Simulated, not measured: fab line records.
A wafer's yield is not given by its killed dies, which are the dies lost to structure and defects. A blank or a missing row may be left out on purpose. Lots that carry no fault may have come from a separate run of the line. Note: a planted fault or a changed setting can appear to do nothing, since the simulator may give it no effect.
fab line records | flow n5-finfet
record lots=14 | wafers=42 | last-day=17
route steps=1938 shown BEOL_M8@1396 BEOL_M9@1413
lots untouched by any fault: they come from a run of this same line in which no faults occurred
start-h: start of the lot's first displayed wafer, in hours after the record's first day | wait-h: hours from the lot's prior step to this one | " unchanged from the row above | L1.1+2: a single row standing in for several wafers | - no value present, or no start provided | * or withheld: withheld | < > ~ a bound
route shown NAME@n: a module of which the file shows steps, and the number in the route of the first | usual: mean/standard deviation of fault-free wafers | same: alike in all rows | chamber/n: place in a boat | sites: the reading at each site | _std_site: the values' standard deviation | _edge_site: the outer-site mean with the inner-site mean subtracted | radius-mm: how far each site lies from the wafer's centre | mask NAME#n: copy n | behind: the last tool/chamber to shape the wafer | hold: the reason the lot was held/the length of the hold in hours/how it ended | device: whichever transistor did not switch (one of n, p or np) | end of line: tests of these same wafers at the route's end | a step with no rows: only its recipe | killed: dies lost to structure and defects at the first sort, not the wafer's yield | map: dies across one wafer; x = killed, . = not, _ = none there
set.NAME: the setting that was run; set.NAME@STEP: the one run at that earlier step | model.NAME: the simulator's own value behind a step, which no gauge read
route steps across a sampled set of lots; one table per step, one row per wafer
services: when a tool's chamber went out of use (start-h, in hours from the record's first day, below 0 if earlier), for how many hours, and the reason
## steps
# step N5_BEOL_M8_THK_MEAS_53
# recipe thk-meas-gauge=xrf | reads=Cu_of_BEOL_M8_ECD_50
# usual M8_THK=81.4/2
lot.wafer | tool          | chamber | start-h | wait-h | M8_THK[nm]
L560.1    | film-metro-02 | -       | 218.08  | -      | 81.5
L560.3    | "             | -       | "       | "      | 76.3
L560.4    | "             | -       | "       | "      | 80.6
L561.2    | film-metro-01 | -       | 228.21  | -      | 78.3
L561.3    | "             | -       | "       | "      | 82.1
L561.5    | "             | -       | "       | "      | 79.1
L566.1    | film-metro-02 | -       | 236.73  | -      | 82.7
L566.5    | "             | -       | "       | "      | 84.0
L566.6    | "             | -       | "       | "      | 81.6
L565.3    | film-metro-01 | -       | 238.19  | -      | 85.3
L565.4    | "             | -       | "       | "      | 81.5
L565.5    | "             | -       | "       | "      | 82.9
L564.1    | film-metro-02 | -       | 240.08  | -      | 80.4
L564.3    | "             | -       | "       | "      | 82.3
L564.4    | "             | -       | "       | "      | 84.0
L563.1    | film-metro-01 | -       | 246.47  | -      | 82.6
L563.5    | "             | -       | "       | "      | 83.7
L563.6    | "             | -       | "       | "      | 81.7
L569.2    | film-metro-02 | -       | 267.42  | -      | 80.4
L569.5    | "             | -       | "       | "      | 81.6
L569.6    | "             | -       | "       | "      | 83.2
L570.2    | film-metro-01 | -       | 283.67  | -      | 87.0
L570.3    | "             | -       | "       | "      | 84.9
L570.4    | "             | -       | "       | "      | 82.7
L572.4    | film-metro-02 | -       | 285.33  | -      | 83.3
L572.5    | "             | -       | "       | "      | 82.0
L572.6    | "             | -       | "       | "      | 82.2
L576.2    | film-metro-01 | -       | 297.41  | -      | 81.7
L576.3    | "             | -       | "       | "      | 80.8
L576.5    | "             | -       | "       | "      | 82.7
L575.1    | film-metro-02 | -       | 302.62  | -      | 82.9
L575.4    | "             | -       | "       | "      | 80.7
L575.6    | "             | -       | "       | "      | 81.5
L577.4    | film-metro-02 | -       | 322.45  | -      | 82.8
L577.5    | "             | -       | "       | "      | 80.2
L577.6    | "             | -       | "       | "      | 78.4
L579.1    | film-metro-01 | -       | 329.25  | -      | 80.7
L579.4    | "             | -       | "       | "      | 79.2
L579.6    | "             | -       | "       | "      | 82.1
L582.3    | film-metro-02 | -       | 350.92  | -      | 80.8
L582.4    | "             | -       | "       | "      | 83.4
L582.6    | "             | -       | "       | "      | 83.0
# step N5_BEOL_M8_INSPECT_58
# recipe inspect-instrument=darkfield | mode=post-dep
# usual raw-defect-count=77/22
lot.wafer | tool              | chamber | start-h | wait-h | raw-defect-count
L560.1    | defect-inspect-02 | -       | 218.27  | 0.0    | 42
L560.3    | "                 | -       | "       | "      | 35
L560.4    | "                 | -       | "       | "      | 55
L561.2    | defect-inspect-01 | -       | 228.37  | 0.0    | 95
L561.3    | "                 | -       | "       | "      | 109
L561.5    | "                 | -       | "       | "      | 52
L566.1    | defect-inspect-01 | -       | 236.88  | 0.0    | 83
L566.5    | "                 | -       | "       | "      | 55
L566.6    | "                 | -       | "       | "      | 108
L565.3    | defect-inspect-02 | -       | 238.35  | 0.0    | 51
L565.4    | "                 | -       | "       | "      | 86
L565.5    | "                 | -       | "       | "      | 84
L564.1    | defect-inspect-02 | -       | 240.24  | 0.0    | 82
L564.3    | "                 | -       | "       | "      | 100
L564.4    | "                 | -       | "       | "      | 61
L563.1    | defect-inspect-01 | -       | 246.63  | 0.0    | 59
L563.5    | "                 | -       | "       | "      | 96
L563.6    | "                 | -       | "       | "      | 96
L569.2    | defect-inspect-01 | -       | 267.58  | 0.0    | 41
L569.5    | "                 | -       | "       | "      | 60
L569.6    | "                 | -       | "       | "      | 110
L570.2    | defect-inspect-01 | -       | 283.83  | 0.0    | 103
L570.3    | "                 | -       | "       | "      | 92
L570.4    | "                 | -       | "       | "      | 81
L572.4    | defect-inspect-01 | -       | 285.49  | 0.0    | 84
L572.5    | "                 | -       | "       | "      | 71
L572.6    | "                 | -       | "       | "      | 103
L576.2    | defect-inspect-01 | -       | 297.59  | 0.0    | 80
L576.3    | "                 | -       | "       | "      | 111
L576.5    | "                 | -       | "       | "      | 106
L575.1    | defect-inspect-02 | -       | 302.78  | 0.0    | 86
L575.4    | "                 | -       | "       | "      | 54
L575.6    | "                 | -       | "       | "      | 81
L577.4    | defect-inspect-02 | -       | 322.60  | 0.0    | 108
L577.5    | "                 | -       | "       | "      | 121
L577.6    | "                 | -       | "       | "      | 71
L579.1    | defect-inspect-01 | -       | 329.40  | 0.0    | 83
L579.4    | "                 | -       | "       | "      | 58
L579.6    | "                 | -       | "       | "      | 68
L582.3    | defect-inspect-02 | -       | 351.07  | 0.0    | 93
L582.4    | "                 | -       | "       | "      | 97
L582.6    | "                 | -       | "       | "      | 62
# step N5_BEOL_M9_DEVELOP_10
# recipe develop-time-s=30 | developer=TMAH | resist=CAR-ArF | rinse-liquid=diw | dry=air-spin | dev-temp-c=23
# usual chill-plate-temp-C=23.02/0.12 | develop-time-s=30/0 | developer-temp-C=22.99/0.11 | exhaust-pa=44.8/0.94
lot.wafer | tool           | chamber | start-h | wait-h | chill-plate-temp-C | develop-time-s | developer-temp-C | exhaust-pa
L560.1    | litho-track-04 | 0       | 219.67  | -      | 23.22              | 30             | 22.96            | 45.5
L560.3    | "              | 0       | "       | "      | 23.19              | 30             | 22.86            | 46.2
L560.4    | "              | 0       | "       | "      | 23.04              | 30             | 22.88            | 45.6
L561.2    | litho-track-04 | 0       | 230.47  | -      | 23.05              | 30             | 23.06            | 44.5
L561.3    | "              | 0       | "       | "      | 22.94              | 30             | 23.08            | 44.1
L561.5    | "              | 0       | "       | "      | 22.97              | 30             | 23.31            | 44.2
L566.1    | litho-track-03 | 0       | 238.79  | -      | 22.95              | 30             | 23.09            | 44.9
L566.5    | "              | 0       | "       | "      | 23.20              | 30             | 23.00            | 45.4
L566.6    | "              | 0       | "       | "      | 22.97              | 30             | 23.06            | 44.1
L565.3    | litho-track-04 | 0       | 240.63  | -      | 23.20              | 30             | 23.19            | 44.7
L565.4    | "              | 0       | "       | "      | 23.17              | 30             | 23.02            | 45.5
L565.5    | "              | 0       | "       | "      | 23.11              | 30             | 22.96            | 46.6
L564.1    | litho-track-03 | 0       | 241.91  | -      | 23.12              | 30             | 22.94            | 44.7
L564.3    | "              | 0       | "       | "      | 23.10              | 30             | 22.94            | 45.0
L564.4    | "              | 0       | "       | "      | 23.10              | 30             | 22.96            | 44.1
L563.1    | litho-track-03 | 0       | 248.17  | -      | 23.01              | 30             | 22.94            | 45.8
L563.5    | "              | 0       | "       | "      | 23.09              | 30             | 22.91            | 44.6
L563.6    | "              | 0       | "       | "      | 23.03              | 30             | 22.90            | 45.3
L569.2    | litho-track-01 | 0       | 270.88  | -      | 23.08              | 30             | 22.94            | 42.1
L569.5    | "              | 0       | "       | "      | 23.27              | 30             | 23.16            | 43.5
L569.6    | "              | 0       | "       | "      | 23.22              | 30             | 23.01            | 42.7
L570.2    | litho-track-01 | 0       | 286.59  | -      | 22.95              | 30             | 22.95            | 43.6
L570.3    | "              | 0       | "       | "      | 22.79              | 30             | 22.98            | 43.9
L570.4    | "              | 0       | "       | "      | 22.91              | 30             | 22.93            | 43.9
L572.4    | litho-track-04 | 0       | 288.16  | -      | 22.99              | 30             | 22.94            | 44.6
L572.5    | "              | 0       | "       | "      | 22.98              | 30             | 22.77            | 45.4
L572.6    | "              | 0       | "       | "      | 23.01              | 30             | 22.96            | 44.1
L576.2    | litho-track-04 | 0       | 300.67  | -      | 22.98              | 30             | 23.00            | 45.5
L576.3    | "              | 0       | "       | "      | 22.75              | 30             | 23.08            | 43.6
L576.5    | "              | 0       | "       | "      | 22.78              | 30             | 23.00            | 43.6
L575.1    | litho-track-01 | 0       | 304.71  | -      | 23.11              | 30             | 23.13            | 44.7
L575.4    | "              | 0       | "       | "      | 23.07              | 30             | 23.01            | 45.1
L575.6    | "              | 0       | "       | "      | 23.08              | 30             | 23.11            | 44.9
L577.4    | litho-track-03 | -       | 324.79  | -      | -                  | -              | -                | -
L577.5    | "              | -       | "       | "      | -                  | -              | -                | -
L577.6    | "              | -       | "       | "      | -                  | -              | -                | -
L579.1    | litho-track-04 | -       | 331.10  | -      | -                  | -              | -                | -
L579.4    | "              | -       | "       | "      | -                  | -              | -                | -
L579.6    | "              | -       | "       | "      | -                  | -              | -                | -
L582.3    | litho-track-01 | 0       | 353.11  | -      | 22.87              | 30             | 22.98            | 44.3
L582.4    | "              | 0       | "       | "      | 23.07              | 30             | 22.80            | 45.2
L582.6    | "              | 0       | "       | "      | 23.03              | 30             | 22.95            | 44.8
# step N5_BEOL_M9_OVL_MEAS_12
# recipe points-per-wafer=44
# usual M9_OVL=0.4/0.65
lot.wafer | tool       | chamber | start-h | wait-h | M9_OVL[nm]
L560.1    | overlay-01 | 0       | 219.76  | 0.0    | 0.3
L560.3    | "          | 0       | "       | "      | 0.3
L560.4    | "          | 0       | "       | "      | 0.8
L561.2    | overlay-02 | 0       | 230.56  | 0.0    | -0.3
L561.3    | "          | 0       | "       | "      | 0.5
L561.5    | "          | 0       | "       | "      | -0.6
L566.1    | overlay-01 | 0       | 238.87  | 0.0    | 0.2
L566.5    | "          | 0       | "       | "      | 0.3
L566.6    | "          | 0       | "       | "      | 1.0
L565.3    | overlay-01 | 0       | 240.72  | 0.0    | -0.4
L565.4    | "          | 0       | "       | "      | -0.5
L565.5    | "          | 0       | "       | "      | -0.2
L564.1    | overlay-01 | 0       | 242.00  | 0.0    | 1.1
L564.3    | "          | 0       | "       | "      | 0.7
L564.4    | "          | 0       | "       | "      | -1.1
L563.1    | overlay-01 | 0       | 248.25  | 0.0    | 0.6
L563.5    | "          | 0       | "       | "      | 1.7
L563.6    | "          | 0       | "       | "      | 0.8
L569.2    | overlay-01 | 0       | 270.97  | 0.0    | 0.9
L569.5    | "          | 0       | "       | "      | 1.2
L569.6    | "          | 0       | "       | "      | 1.3
L570.2    | overlay-02 | 0       | 286.68  | 0.0    | 0.0
L570.3    | "          | 0       | "       | "      | -1.2
L570.4    | "          | 0       | "       | "      | 0.3
L572.4    | overlay-02 | 0       | 288.25  | 0.0    | -0.2
L572.5    | "          | 0       | "       | "      | -0.1
L572.6    | "          | 0       | "       | "      | 0.5
L576.2    | overlay-01 | 0       | 300.76  | 0.0    | 0.4
L576.3    | "          | 0       | "       | "      | 0.5
L576.5    | "          | 0       | "       | "      | -0.6
L575.1    | overlay-01 | 0       | 304.80  | 0.0    | 0.1
L575.4    | "          | 0       | "       | "      | -0.1
L575.6    | "          | 0       | "       | "      | -1.0
L577.4    | overlay-02 | 0       | 324.88  | 0.0    | -
L577.5    | "          | 0       | "       | "      | -
L577.6    | "          | 0       | "       | "      | -
L579.1    | overlay-02 | 0       | 331.19  | 0.0    | -
L579.4    | "          | 0       | "       | "      | -
L579.6    | "          | 0       | "       | "      | -
L582.3    | overlay-01 | 0       | 353.19  | 0.0    | 0.9
L582.4    | "          | 0       | "       | "      | 0.3
L582.6    | "          | 0       | "       | "      | 0.4
## services
tool           | chamber | start-h | hours | kind
litho-track-01 | -       | 238.30  | -     | consumable-replace:filter
## key
first-sign step=N5_BEOL_M9_DEVELOP_10 | reading=tool-record | direction=missing
effect none on later readings
met-at N5_BEOL_M9_DEVELOP_10
struck-lots L577,L579
later-rows-left-out L577.4,L577.5,L577.6,L579.1,L579.4,L579.6
sort-left-out L577.4,L577.5,L577.6,L579.1,L579.4,L579.6
not-acting-at N5_BEOL_M8_THK_MEAS_53,N5_BEOL_M8_INSPECT_58,N5_BEOL_M9_OVL_MEAS_12
onset-between 300.67 324.79
fault kind=skipped-step-whole | tool=litho-track-03,litho-track-04 | chamber=- | onset-h=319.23 | steps=N5_BEOL_M9_DEVELOP_10 | scope=struck-lots-only
# sort-left-out: the simulated sort isn't trusted on such a fault, so these wafers' sort isn't shown, and their yield isn't known
# later-rows-left-out: the simulator's readings of these wafers behind a module that went badly wrong aren't trusted and aren't shown, but for the sort
